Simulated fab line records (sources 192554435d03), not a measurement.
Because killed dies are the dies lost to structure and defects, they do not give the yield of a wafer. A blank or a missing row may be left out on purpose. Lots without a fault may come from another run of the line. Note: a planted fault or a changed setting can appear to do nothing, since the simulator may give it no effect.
Split-lot trial -- flow n5Finfet -- 21 wafers read from 7 lots, route of 1938 steps

== ON THE SPLIT ==
At N5_GATE_CUT_COAT_27 (time 60 s, resist thk 10 nm), the setting spinRpm was moved away from the recipe's 1500 rpm on 4 of the 21 wafers read, by -8.9% to -5.3%. This setting was run at the recipe's value on the other wafers.

== FROM THE SPLIT TO THE READING: what the file shows between them, 7 steps ==
- N5_GATE_CUT_COAT_07: resist thk 30 nm (also split here: spinRpm)
- N5_GATE_CUT_EBR_09
- N5_GATE_CUT_SOFTBAKE_08: time 60 s
- N5_GATE_CUT_EXPOSE_10: exposes mask GATE CUT, target cd 20 nm
- N5_GATE_CUT_PEB_11: peb time 60 s
- N5_GATE_CUT_DEVELOP_12: develop time 30 s
- N5_GATE_CUT_DESCUM_18: chemistry O2, time 7 s

== THE READING ==
etch.depthNm (the simulator's own value, which no gauge read), in nm, at N5_GATE_CUT_ETCH_28 (etches underlayer in N2/H2, target depth 13 nm, time 10.4 s). The file gives no usual value for it. The 17 wafers here that ran the recipe average 10.002 nm, standard deviation 0.031 nm.

wafer,"tool, chamber at the split","spinRpm as run, rpm",against the recipe,"etch.depthNm, nm",against lot-mates on the recipe
L078.1,"lithoTrack-04, 0",1500,recipe,10.04,-
L078.2,"lithoTrack-04, 0",1500,recipe,10.04,-
L078.4,"lithoTrack-04, 0",1500,recipe,10.01,-
L079.4,"lithoTrack-04, 0",1500,recipe,10.01,-
L079.5,"lithoTrack-04, 0",1420,-5.3%,10.3,+0.290
L079.6,"lithoTrack-04, 0",1420,-5.3%,10.26,+0.250
L080.2,"lithoTrack-03, 0",1500,recipe,9.965,-
L080.3,"lithoTrack-03, 0",1500,recipe,10,-
L080.5,"lithoTrack-03, 0",1500,recipe,10,-
L081.1,"lithoTrack-05, 0",1500,recipe,10.03,-
L081.2,"lithoTrack-05, 0",1500,recipe,10.03,-
L081.3,"lithoTrack-05, 0",1500,recipe,10.06,-
L083.2,"lithoTrack-03, 0",1391,-7.3%,10.33,+0.382
L083.3,"lithoTrack-03, 0",1500,recipe,9.951,-
L083.4,"lithoTrack-03, 0",1500,recipe,9.946,-
L084.1,"lithoTrack-05, 0",1500,recipe,9.996,-
L084.2,"lithoTrack-05, 0",1500,recipe,10.02,-
L084.4,"lithoTrack-05, 0",1500,recipe,9.984,-
L095.2,"lithoTrack-03, 0",1500,recipe,9.981,-
L095.3,"lithoTrack-03, 0",1500,recipe,9.978,-
L095.5,"lithoTrack-03, 0",1367,-8.9%,10.46,+0.481

THE FIT
A straight line over all 21 wafers: etch.depthNm changes by -0.0499 nm for each +1% of spinRpm; r = -0.98; the points scatter about the line by 0.032 nm.
The same after taking each lot's own level away (the mean of its wafers on the recipe; 21 wafers): -0.0527 nm for each +1%; r = -1.00; scatter 0.014 nm.
On that fit, the largest move of spinRpm shifts the reading by 0.47 nm.
Across the lots, their own levels run from 9.9485 to 10.0400 nm, a range of 2.9 times the standard deviation given above.
Hence the lot-to-lot level has little effect on the slope; both slopes agree.
Check: for one of the wafers moved furthest among these (-8.9%), held out of the fit, the line's prediction against its lot-mates is +0.457 nm. It came out at +0.481 nm against them.

== OTHER SPLITS ON THESE WAFERS ==
Other splits were also applied to these wafers ahead of the reading. Each is held against what the fit with the lots' levels taken away leaves over:
other split on the same wafers,wafers away from the commonest value,r with etch.depthNm (lot level and that fit taken away)
N5_GATE_CUT_COAT_07 spinRpm,5,-0.34

== THE WHOLE CHAIN: every reading that the file lists as answering this split, in the file's order ==
step,what it does,reading,change (the file's fit),r (the file's)
N5_GATE_CUT_COAT_27,"time 60 s, resist thk 10 nm","underlayer_of_GATE_CUT_COAT_27.thkNm (the simulator's own value, which no gauge read)",-0.047 nm for each +1% of the setting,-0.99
N5_GATE_CUT_ETCH_28,"etches underlayer in N2/H2, target depth 13 nm, time 10.4 s","etch.depthNm (the simulator's own value, which no gauge read)",-0.053 nm for each +1% of the setting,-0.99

== FILE'S OWN FIT ==
etch.depthNm changes by -0.053 nm for each +1% of spinRpm, r = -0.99.
